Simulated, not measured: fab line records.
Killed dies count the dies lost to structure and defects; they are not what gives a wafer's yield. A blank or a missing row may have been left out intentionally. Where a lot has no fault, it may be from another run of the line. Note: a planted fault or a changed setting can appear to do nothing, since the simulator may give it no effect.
A struck lot beside a sound one | flow n5Finfet | 15 steps out of a route of 1938
Sound: these wafers, L164.3, L164.4, L164.5. The struck wafers were L168.1, L168.2, L168.4. The cause is named last.
Each step with rows lists, per side, the tool, then ch with its chambers, then its first start. Under that, the readings that differ: sound wafers | struck wafers | difference of the means | sigmas: that difference in standard deviations of wafers without a fault.
alike: same words and numbers on both sides, and readings whose means sit less than 2 such deviations apart. not compared: any withheld reading, any reading some wafer has no value for, any bound like >300 that may hide the same value, and any number with overlapping values for which the record gives no deviation.
A row with sigmas, a row that says differs or no value, or rows on one side alone: a step with any of these is where the two part. Numbers that have no deviation but don't overlap get no sigmas and don't part them. Lack of a reading on every wafer of one side parts them only where that side has two or more wafers.

first, 4 steps without rows for these wafers: N5_BEOL_M4_SOFTBAKE_23 (time 60 s); N5_BEOL_M4_EXPOSE_25 (exposes mask V3, defocus 5 nm); N5_BEOL_M4_PEB_26 (peb time 60 s); N5_BEOL_M4_DEVELOP_27 (develop time 30 s).
N5_BEOL_M4_CD_MEAS_28: target cd 26.2 nm, target cd y 24.1 nm.
  sound on cdSem-02 ch 0, day 9 20:57; struck on cdSem-03 ch 0, day 10 22:57
  alike: cdNm
N5_BEOL_M4_OVL_MEAS_29:
  sound on overlay-01 ch 0, day 9 20:59; struck on overlay-02 ch 0, day 10 22:59
  alike: V3_OVL
N5_BEOL_M4_INSPECT_30: inspects for defects (brightfield).
  sound: defectInspect-02 at day 9 21:02; struck: defectInspect-01 at day 10 23:02
  alike: rawDefectCount
N5_BEOL_M4_DESCUM_33: chemistry O2, time 7 s.
  sound on rieDiel-02 ch 0,1, day 9 21:04; struck on rieDiel-02 ch 0,1,3, day 10 23:04
  alike: biasPowerW, drypumpMotorCurrentA, oesProductAu, rfVppV, showerheadPlenumPTorr, throttleValvePct
  not compared: rfHoursCounterH
N5_BEOL_M4_ETCH_77: etches underlayer in N2/H2, target depth 6.5 nm, time 5.2 s.
  sound on rieDiel-02 ch 0,1, day 9 21:07; struck on rieDiel-02 ch 0,1,3, day 10 23:07
  alike: biasW, drypumpMotorCurrentA, etchRfOnTimeS, oesProductAu, rfVppV, showerheadPlenumPTorr, throttleValvePct
  not compared: rfHoursCounterH
N5_BEOL_M4_ETCH_69: etches SiARC in CF4, target depth 15.6 nm, time 26 s.
  sound on rieDiel-02 ch 0,1, day 9 21:07; struck on rieDiel-02 ch 0,1,3, day 10 23:07
  alike: biasW, drypumpMotorCurrentA, etchRfOnTimeS, oesProductAu, rfVppV, showerheadPlenumPTorr, throttleValvePct
  not compared: rfHoursCounterH
N5_BEOL_M4_ALD_98: deposits SiO2, target thk 2.5 nm, pulse time 1 s, co reactant pulse time 1 s.
  sound on aldSin-02 ch 0,1, day 9 21:12; struck on aldSin-03 ch 0,1,2, day 10 23:13
  alike: heaterPowerW, precursorPulseHeightRel
N5_BEOL_M4_ETCHBACK_99: etches SiO2 in CHF3, target depth 5 nm, time 10.4 s.
  sound on rieDiel-02 ch 1,2,3, day 9 23:53; struck on rieDiel-01 ch 1,2,3, day 11 10:16
  alike: biasW, drypumpMotorCurrentA, oesProductAu, rfVppV, showerheadPlenumPTorr, throttleValvePct
  not compared: rfHoursCounterH
N5_BEOL_M4_ETCH_70: etches SOC in N2/H2, target depth 80 nm, overetch 24 nm, time 130 s.
  sound on rieDiel-02 ch 1,2,3, day 9 23:55; struck on rieDiel-01 ch 1,2,3, day 11 10:19
reading                                   | sound             | struck            | difference | sigmas
biasW (W)                                 | 149.7 149.6 150.9 | 136.9 136.7 136.6 | -13.3      | -28
rfVppV (V)                                | 522.2 522.7 526.0 | 497.4 496.1 499.3 | -26.0      | -13
model.SiARC_of_BEOL_M4_COAT_68.thkNm (nm) | 5.8 6 5.8         | 6.4 6.4 6.4       | +0.5       | 
  alike: drypumpMotorCurrentA, oesProductAu, showerheadPlenumPTorr, throttleValvePct
  not compared: rfHoursCounterH
then, 1 step without rows for these wafers: N5_BEOL_M4_STRIP_71 (strips in N2/H2).
N5_BEOL_M4_RC_MEAS_101:
  sound on prober-01 ch 0, day 10 06:14; struck on prober-01 ch 0, day 11 15:01
  alike: DIBL_N, DIBL_P, IOFF_N, IOFF_P, ION_N, ION_P, SS_N, SS_P, VT_N, VT_P

WHERE THEY PART
N5_BEOL_M4_ETCH_70 only, going by this record. Later steps at which nothing parts them and some readings are alike: N5_BEOL_M4_RC_MEAS_101.

WHY: whatever the simulator had introduced
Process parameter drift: rieDiel-01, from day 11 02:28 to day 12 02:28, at N5_BEOL_M4_ETCH_70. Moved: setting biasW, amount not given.
